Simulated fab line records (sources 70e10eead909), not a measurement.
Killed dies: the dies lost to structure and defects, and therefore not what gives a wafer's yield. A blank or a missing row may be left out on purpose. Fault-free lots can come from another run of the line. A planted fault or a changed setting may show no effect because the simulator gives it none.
fab line records	flow nand-harc
[record] lots = 11	wafers = 33	last-day = 24
route steps=1159 shown A_CONTACT@949 A_BLC@979 END@1159
lots that met no fault: taken from a fault-free run of the same line
start-h: hours from the record's first day to the start of the lot's first wafer shown	wait-h: time in hours since the lot's previous step	" identical to the entry in the row above	L1.1+2: several wafers, shown together as one row	- value missing, or start not given	* or withheld: withheld	< > ~ a bound
route shown NAME@n: NAME is a module with steps in the file, n the number in the route of the first one	usual: mean/standard deviation taken from wafers without a fault	same: alike in all rows	chamber/n: place in a boat	sites: each site's reading	_std_site: the values' standard deviation	_edge_site: inner sites' mean taken away from outer sites' mean	radius-mm: how far each site lies from the wafer's centre	mask NAME#n: copy n	behind: the tool/chamber that last shaped the wafer	hold: why the lot went on hold/how many hours it stayed there/how the hold came to an end	device: names the non-switching transistor (n, p or np)	end of line: at the end of the route, the tests of the same wafers	for a step that has no rows: nothing shown but its recipe	killed: count of dies lost to structure and defects at first sort (not the wafer's yield)	map: the dies of a wafer, with x for killed, . for not killed, _ for no die there
set.NAME: setting as actually run; set.NAME@STEP: the setting as run at that earlier step	model.NAME: the simulator's own value behind a step, which no gauge read
a sample of lots followed through the steps of the route, with each step as a table and each wafer as a row
services: when a tool's chamber went out of use (start-h, in hours from the record's first day, below 0 if earlier), for how many hours, and the reason
[[steps]]
[step NHARC_A_CONTACT_ETCH_92]
[recipe] target-depth-a = 400	over-etch-frac = 0.5	time-s = 85.7	ion-energy-ev = 120	ch3f-flow-sccm = 50	o2-flow-sccm = 30	ar-flow-sccm = 200	rf-w = 500	bias-w = 100	chemistry = CH3F/O2
[usual] drypump-motor-current-A = 5.8/0.5	oes-product-au = 0.938/0.026	rf-vpp-V = 244.6/1.6	run-length-s = 106.9/0.57	showerhead-plenum-p-Torr = 2.48/0.1	throttle-valve-pct = 20.663/0.0091
lot.wafer	tool	chamber	start-h	wait-h	drypump-motor-current-A	oes-product-au	rf-hours-counter-h	rf-vpp-V	run-length-s	showerhead-plenum-p-Torr	throttle-valve-pct
L274.1	rie-diel-05	2	393.04	0.4	5.6	1.003	15	243.8	106.7	2.45	20.657
L274.6	"	2	"	"	5.6	1.006	-	242.7	107.0	2.45	20.668
L274.5	"	3	"	"	6.2	0.988	-	243.8	106.5	2.47	20.665
L272.4	rie-diel-13	3	393.21	0.2	6.3	0.990	45	244.9	107.3	2.53	20.650
L272.2	"	0	"	"	5.8	0.981	44	246.2	106.7	2.64	20.670
L272.1	"	2	"	"	5.8	0.984	39	243.6	106.0	2.47	20.662
L275.1	rie-diel-05	2	395.99	0.3	5.6	0.931	16	243.9	106.4	2.45	20.660
L275.2	"	1	"	"	5.9	0.924	17	245.3	107.5	2.57	20.671
L275.6	"	3	"	"	6.2	0.910	-	245.1	106.1	2.47	20.670
L273.2	rie-diel-06	2	398.15	0.4	5.0	0.923	32	245.1	107.7	2.57	20.681
L273.4	"	3	"	"	6.6	0.915	32	245.7	106.1	2.57	20.669
L273.6	"	1	"	"	5.4	0.909	-	242.3	106.8	2.29	20.673
L277.2	rie-diel-05	1	424.92	0.4	5.9	0.922	29	245.9	107.3	2.57	20.664
L277.6	"	0	"	"	6.1	0.923	-	246.1	106.1	2.60	20.656
L277.5	"	1	"	"	5.9	0.928	-	245.1	107.3	2.57	20.655
L280.4	rie-diel-06	1	443.88	0.3	5.4	0.926	3	241.2	106.9	2.29	20.668
L280.5	"	2	"	"	5.1	0.937	-	244.8	107.9	2.57	20.659
L280.6	"	3	"	"	6.6	0.942	-	245.8	106.7	2.57	20.669
L287.1	rie-diel-05	1	487.67	0.4	5.9	0.922	52	245.5	107.2	2.56	20.670
L287.5	"	3	"	"	6.3	0.923	-	244.9	106.3	2.45	20.663
L287.6	"	0	"	"	6.1	0.926	-	245.7	106.2	2.59	20.643
L285.4	rie-diel-13	1	491.38	0.3	6.2	0.916	10	243.7	107.3	2.37	20.650
L285.3	"	0	"	"	5.9	0.910	9	246.7	107.6	2.63	20.679
L285.5	"	2	"	"	5.8	0.924	-	244.2	106.1	2.45	20.660
L292.1	rie-diel-13	0	496.46	0.3	5.9	0.933	12	246.3	107.1	2.63	20.666
L292.6	"	0	"	"	5.9	0.915	-	246.8	106.9	2.63	20.653
L292.5	"	1	"	"	6.2	0.917	-	242.4	107.0	2.37	20.672
L294.3	rie-diel-05	0	517.80	0.3	6.1	0.994	63	245.0	106.0	2.58	20.669
L294.5	"	1	"	"	5.9	0.990	-	246.3	107.7	2.55	20.664
L294.6	"	2	"	"	5.6	1.001	-	243.2	106.6	2.44	20.666
L293.4	rie-diel-06	2	520.93	0.7	5.0	0.945	22	245.7	107.3	2.56	20.662
L293.3	"	0	"	"	5.3	0.935	19	244.2	108.0	2.41	20.657
L293.6	"	2	"	"	5.1	0.929	-	245.7	107.5	2.56	20.675
[step NHARC_A_CONTACT_ETCH_110]
[recipe] target-depth-a = 500	overetch-a = 50	time-s = 27.5	ion-energy-ev = 100	cf4-flow-sccm = 80	o2-flow-sccm = 20	ar-flow-sccm = 0	rf-w = 300	bias-w = 100	chemistry = CF4/O2
[usual] drypump-motor-current-A = 5.8/0.49	oes_f_703_au = 1.001/0.0046	oes-product-au = 0.998/0.0078	rf-vpp-V = 198.0/1.3	run-length-s = 48.7/0.53	showerhead-plenum-p-Torr = 1.35/0.057	throttle-valve-pct = 13.397/0.0091
lot.wafer	tool	chamber	start-h	wait-h	drypump-motor-current-A	oes_f_703_au	oes-product-au	rf-hours-counter-h	rf-vpp-V	run-length-s	showerhead-plenum-p-Torr	throttle-valve-pct
L274.1	rie-diel-13	2	393.69	0.1	5.8	1.000	0.997	39	198.0	48.6	1.34	13.399
L274.5	"	2	"	"	5.8	0.999	1.006	-	198.6	47.9	1.34	13.401
L274.6	"	3	"	"	6.3	0.997	1.004	-	197.4	49.1	1.37	13.404
L272.4	rie-diel-06	0	393.96	0.1	5.3	1.003	1.006	28	197.8	49.3	1.32	13.403
L272.2	"	1	"	"	5.4	1.003	0.988	29	196.2	48.8	1.24	13.407
L272.1	"	2	"	"	5.0	0.997	1.008	31	199.3	49.1	1.40	13.395
L275.2	rie-diel-13	3	396.72	0.1	6.3	1.002	1.006	46	199.1	49.1	1.38	13.397
L275.1	"	0	"	"	5.9	0.999	0.993	45	199.1	48.6	1.44	13.398
L275.6	"	1	"	"	6.2	1.002	1.010	-	198.2	49.1	1.29	13.397
L273.4	rie-diel-06	3	398.66	0.1	6.6	0.999	0.992	32	199.4	48.6	1.40	13.402
L273.2	"	0	"	"	5.3	1.004	0.988	28	196.9	49.2	1.32	13.402
L273.6	"	2	"	"	5.0	0.999	0.997	-	199.5	49.2	1.40	13.387
L277.2	rie-diel-13	3	425.89	0.2	6.4	1.005	0.996	55	198.6	49.4	1.37	13.391
L277.5	"	2	"	"	5.8	0.998	1.002	-	198.9	47.9	1.34	13.401
L277.6	"	3	"	"	6.4	0.994	1.001	-	197.2	49.3	1.37	13.387
L280.4	rie-diel-05	3	444.43	0.0	6.2	0.999	0.981	38	199.5	48.0	1.34	13.389
L280.5	"	3	"	"	6.2	1.004	0.979	-	199.5	48.4	1.34	13.383
L280.6	"	0	"	"	6.1	0.996	0.992	-	198.7	48.0	1.41	13.383
L287.1	rie-diel-13	3	488.47	0.1	6.4	0.997	0.994	11	197.2	49.2	1.37	13.376
L287.6	"	3	"	"	6.3	0.996	1.003	-	197.3	48.9	1.37	13.389
L287.5	"	0	"	"	5.9	1.004	0.989	-	198.9	49.3	1.43	13.398
L285.3	rie-diel-05	3	491.92	0.1	6.2	0.997	0.992	57	197.8	48.3	1.33	13.397
L285.4	"	3	"	"	6.2	0.998	0.995	-	195.8	48.0	1.33	13.397
L285.5	"	0	"	"	6.1	0.996	1.001	-	198.5	47.8	1.40	13.411
L292.1	rie-diel-13	1	496.99	0.1	6.2	1.000	0.986	13	196.7	48.6	1.29	13.401
L292.6	"	2	"	"	5.8	0.994	0.997	-	197.7	47.9	1.33	13.384
L292.5	"	3	"	"	6.4	1.009	0.997	-	198.2	48.9	1.37	13.376
L294.3	rie-diel-05	3	518.28	0.1	6.2	0.999	0.995	66	198.0	48.1	1.33	13.392
L294.5	"	0	"	"	6.1	1.006	1.001	-	198.9	47.8	1.40	13.384
L294.6	"	1	"	"	5.9	1.004	0.999	-	197.4	49.0	1.39	13.389
L293.3	rie-diel-06	1	522.40	0.1	5.4	1.009	0.994	21	197.0	49.0	1.24	13.397
L293.4	"	3	"	"	6.6	1.002	1.017	19	199.7	48.3	1.39	13.392
L293.6	"	0	"	"	5.3	0.998	1.009	-	197.0	49.6	1.31	13.405
[step NHARC_A_BLC_ETCH_17]
[recipe] target-depth-a = 3900	over-etch-frac = 0.25	time-s = 609.38	ion-energy-ev = 200	n2-flow-sccm = 150	h2-flow-sccm = 150	ar-flow-sccm = 0	rf-w = 400	bias-w = 150	chemistry = N2/H2
[usual] drypump-motor-current-A = 5.5/0.44	h2-flow-sccm = 150.0/0.4	oes-product-au = 1.001/0.0069	rf-vpp-V = 429.8/2.8	run-length-s = 630.5/0.44	showerhead-plenum-p-Torr = 2.01/0.092	throttle-valve-pct = 14.171/0.0099
lot.wafer	tool	chamber	start-h	wait-h	drypump-motor-current-A	h2-flow-sccm	oes-product-au	rf-hours-counter-h	rf-vpp-V	run-length-s	showerhead-plenum-p-Torr	throttle-valve-pct
L274.1	rie-diel-12	0	396.59	-	5.4	150.6	1.004	0	433.3	629.9	2.04	14.154
L274.5	"	0	"	"	5.4	149.8	0.994	-	430.1	630.3	2.04	14.184
L274.6	"	1	"	"	5.4	149.4	1.004	-	434.0	630.4	2.13	14.184
L272.2	rie-diel-12	2	397.27	-	5.6	150.2	0.996	1	430.2	630.1	2.07	14.172
L272.1	"	3	"	"	6.4	149.7	0.994	1	425.9	631.3	1.90	14.168
L272.4	"	0	"	"	5.4	149.9	0.996	1	428.8	630.2	2.04	14.170
L275.2	rie-diel-08	2	399.90	-	5.6	150.0	0.997	33	427.1	631.5	1.93	14.179
L275.1	"	3	"	"	5.7	150.2	1.001	34	428.4	630.8	1.97	14.165
L275.6	"	0	"	"	6.0	150.6	1.003	-	431.4	630.4	2.12	14.174
L273.2	rie-diel-03	0	403.98	-	4.8	150.2	0.993	1	432.9	630.5	2.10	14.173
L273.4	"	1	"	"	4.7	149.4	1.012	1	432.2	629.7	2.04	14.177
L273.6	"	3	"	"	5.6	149.7	1.004	-	425.4	630.8	1.89	14.172
L277.2	rie-diel-03	3	428.97	-	5.5	149.7	0.993	3	425.2	630.9	1.89	14.150
L277.6	"	2	"	"	5.8	149.8	0.990	-	425.9	630.0	1.89	14.171
L277.5	"	3	"	"	5.5	149.7	0.998	-	425.2	631.3	1.89	14.184
L280.4	rie-diel-12	0	447.48	-	5.4	150.7	1.004	5	430.5	630.6	2.04	14.148
L280.6	"	0	"	"	5.4	150.4	1.002	-	429.4	630.5	2.04	14.177
L280.5	"	1	"	"	5.4	150.0	1.004	-	433.3	630.7	2.13	14.177
L287.1	rie-diel-03	0	493.78	-	4.9	150.0	0.990	9	431.8	630.3	2.10	14.185
L287.5	"	0	"	"	4.8	149.9	1.003	-	432.4	513.6	2.10	14.179
L287.6	"	1	"	"	4.6	150.3	1.009	-	432.5	513.2	2.04	14.188
L285.4	rie-diel-03	3	495.07	-	5.5	149.8	0.993	10	426.0	630.8	1.89	14.178
L285.3	"	0	"	"	4.8	149.6	0.996	9	433.2	630.2	2.10	14.166
L285.5	"	0	"	"	4.8	150.1	1.002	-	432.4	513.4	2.10	14.175
L292.1	rie-diel-12	1	504.34	-	5.4	149.2	0.999	12	432.4	630.6	2.13	14.164
L292.6	"	0	"	"	5.4	150.7	0.991	-	430.0	630.0	2.03	14.164
L292.5	"	1	"	"	5.4	150.4	1.001	-	433.3	631.0	2.13	14.165
L294.3	rie-diel-12	2	521.41	-	5.6	150.0	1.007	14	432.5	630.3	2.07	14.176
L294.5	"	0	"	"	5.4	150.1	0.999	-	429.9	630.5	2.03	14.144
L294.6	"	1	"	"	5.4	150.2	1.006	-	432.7	630.6	2.13	14.177
L293.4	rie-diel-08	2	526.96	-	5.6	149.9	0.995	16	426.3	631.0	1.91	14.157
L293.3	"	1	"	"	5.2	150.0	1.003	16	430.6	630.6	2.06	14.183
L293.6	"	3	"	"	5.7	149.8	0.998	-	429.4	630.6	1.96	14.177
[step NHARC_A_BLC_ALD_23]
[recipe] target-thk-a = 30	pulse-time-s = 1	ald-cycles = 150	temp-c = 450	material = TiN
[usual] heater-power-w = 1065/99	precursor-pulse-height-rel = 1.001/0.018
lot.wafer	tool	chamber	start-h	wait-h	heater-power-w	precursor-pulse-height-rel	since-wet-clean-h
L274.1	ald-metal-02	1	398.60	-	945	1.001	25
L274.6	"	0	"	"	1117	1.000	-
L274.5	"	1	"	"	930	1.006	-
L272.1	ald-metal-03	1	399.32	-	911	1.015	67
L272.4	"	3	"	"	1122	1.013	67
L272.2	"	0	"	"	1059	1.051	67
L275.2	ald-metal-01	1	401.46	-	941	0.997	111
L275.1	"	2	"	"	1159	0.996	112
L275.6	"	1	"	"	946	1.009	-
L273.4	ald-metal-01	3	405.65	-	1124	1.012	116
L273.2	"	0	"	"	1103	0.996	116
L273.6	"	2	"	"	1156	1.001	-
L277.2	ald-metal-01	2	430.57	-	1136	1.019	141
L277.6	"	2	"	"	1155	0.973	-
L277.5	"	3	"	"	1142	0.994	-
L280.4	ald-metal-02	0	449.13	-	1115	1.034	75
L280.6	"	3	"	"	1181	1.006	-
L280.5	"	0	"	"	1112	0.981	-
L287.1	ald-metal-03	0	495.42	-	1068	1.010	163
L287.5	"	0	"	"	1088	0.980	-
L287.6	"	1	"	"	936	0.991	-
L285.4	ald-metal-02	1	496.82	-	976	1.002	123
L285.3	"	2	"	"	1123	1.012	123
L285.5	"	0	"	"	1092	1.003	-
L292.1	ald-metal-01	0	505.95	-	1080	1.003	38
L292.5	"	0	"	"	1078	1.039	-
L292.6	"	1	"	"	887	0.991	-
L294.3	ald-metal-02	1	522.98	-	944	1.008	149
L294.6	"	3	"	"	1208	1.034	-
L294.5	"	1	"	"	936	1.006	-
L293.3	ald-metal-02	2	528.66	-	1095	1.011	155
L293.6	"	1	"	"	968	0.986	-
L293.4	"	2	"	"	1114	1.005	-
[step NHARC_END_SORT_01]
[recipe] temp-c = 25
[usual] killed-at-array = 31/12	killed-at-other = 0.6/0.85	killed-at-periphery = 3.0/2.3	killed-dies = 35/12	killed-open = 3.2/1.9	killed-short = 1.8/1.4
[same] gross-dies = 677
lot.wafer	tool	chamber	start-h	wait-h	killed-at-array	killed-at-other	killed-at-periphery	killed-dies	killed-open	killed-short
L285.3	prober-01	0	543.23	3.1	32	0	1	33	5	1
L285.4	prober-01	0	544.03	3.4	32	0	0	32	2	0
L285.5	prober-01	0	544.83	3.7	57	0	2	59	3	1
L287.1	prober-02	0	549.26	2.5	35	1	3	39	2	2
L287.5	prober-02	0	552.51	3.7	68	0	1	69	2	0
L287.6	prober-02	0	553.32	4.1	62	3	2	67	3	0
// killed by level:class
L285.3 A_CHANNEL_HOLE_D1:chamber-film-flake=22 A_CONTACT:geometric-particle:open=2 A_WL_FILL:chamber-film-flake=2 A_CONTACT:chamber-film-flake=2 P_CONTACT:geometric-particle:short=1 A_ONON_D1:geometric-particle:open=1 A_WL_FILL:geometric-particle:open=1 A_M1:geometric-particle:open=1
L285.4 A_CHANNEL_HOLE_D1:chamber-film-flake=25 A_WL_FILL:chamber-film-flake=2 A_ONON_D1:geometric-particle:open=1 A_CONTACT:geometric-particle:open=1 A_ZERO_WELL:chamber-film-flake=1 A_STAIRCASE:chamber-film-flake=1 A_CONTACT:chamber-film-flake=1
L285.5 A_BLC:area-etch=25 A_CHANNEL_HOLE_D1:chamber-film-flake=22 A_STAIRCASE:chamber-film-flake=3 P_CONTACT:geometric-particle:open=1 A_CHANNEL_HOLE_D1:geometric-particle:open=1 A_CONTACT:geometric-particle:short=1 A_M0:geometric-particle:open=1 P_GATE:chamber-film-flake=1
L287.1 A_SLIT:chamber-film-flake=20 A_CHANNEL_HOLE_D1:chamber-film-flake=5 A_STAIRCASE:chamber-film-flake=5 P_M2:geometric-particle:short=1 A_ONON_D1:geometric-particle:short=1 A_ONON_D1:geometric-particle:open=1 A_SGD_CUT:geometric-particle:open=1 P_ZERO_WELL:chamber-film-flake=1
L287.5 A_BLC:area-etch=45 A_SLIT:chamber-film-flake=13 A_CHANNEL_HOLE_D1:chamber-film-flake=4 A_CONTACT:geometric-particle:open=2 A_STAIRCASE:chamber-film-flake=2 P_BONDPAD:chamber-film-flake=1 A_WL_FILL:chamber-film-flake=1 A_CONTACT:chamber-film-flake=1
L287.6 A_BLC:area-etch=33 A_SLIT:chamber-film-flake=14 A_CONTACT:chamber-film-flake=5 A_CHANNEL_HOLE_D1:chamber-film-flake=4 THIN_TSV:chamber-film-flake=3 P_BONDPAD:chamber-film-flake=2 A_STAIRCASE:chamber-film-flake=2 A_CONTACT:geometric-particle:open=1
[[services]]
tool	chamber	start-h	hours	kind
rie-diel-05	2	373.55	2.0	repair
rie-diel-05	0	375.12	-	clean
rie-diel-05	1	375.12	-	clean
rie-diel-05	3	375.12	-	clean
rie-diel-12	-	379.40	9.0	pm
rie-diel-13	0	383.20	-	clean
ald-metal-01	1	383.85	4.8	repair
rie-diel-03	-	392.39	9.0	pm
ald-metal-02	1	415.49	25.4	repair
rie-diel-06	-	418.20	9.0	pm
ald-metal-03	2	445.00	52.5	repair
rie-diel-08	-	446.38	0.3	repair
rie-diel-03	2	450.70	7.6	repair
rie-diel-13	-	453.14	9.0	pm
ald-metal-01	-	458.00	10.0	pm
ald-metal-03	0	463.48	30.2	repair
rie-diel-06	3	475.93	7.0	repair
rie-diel-08	-	479.18	9.0	pm
rie-diel-05	2	479.22	14.6	repair
ald-metal-03	-	500.00	10.0	pm
rie-diel-03	2	510.46	2.5	repair
ald-metal-02	0	515.43	13.2	repair
rie-diel-08	3	515.61	8.2	repair
ald-metal-03	0	520.89	25.3	repair
[[key]]
[first-sign] step = NHARC_A_BLC_ETCH_17	reading = run-length-s	direction = down	sigmas = 99+	usual = *	struck = *
[effect] step = NHARC_END_SORT_01	reading = killed-at-array	direction = up	sigmas = 2.7	usual = 31	struck = 62
[more-kills-born-at] NHARC_A_BLC_ETCH_17@rie-diel-03 = 103
met-at NHARC_A_BLC_ETCH_17
struck-lots L285,L287
struck-wafers L285.5,L287.5,L287.6
tester-left-out L285,L287
not-acting-at NHARC_A_CONTACT_ETCH_92,NHARC_A_CONTACT_ETCH_110,NHARC_A_BLC_ALD_23
onset-between 428.97 493.78
[fault] kind = process-parameter-drift	tool = rie-diel-03	chamber = -	onset-h = 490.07	steps = NHARC_A_BLC_ETCH_17	channel = time-s	offset = *	shape = step	end-h = 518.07	scope = struck-wafers-only	acts-in = *	stated = *
// tester-left-out: of these lots the tester's yield and bins aren't shown, on N5 and GAA mostly nor the transistor test; their killed dies are dies lost to structure and defects alone, not to doping, threshold or leakage, so they don't give the yield
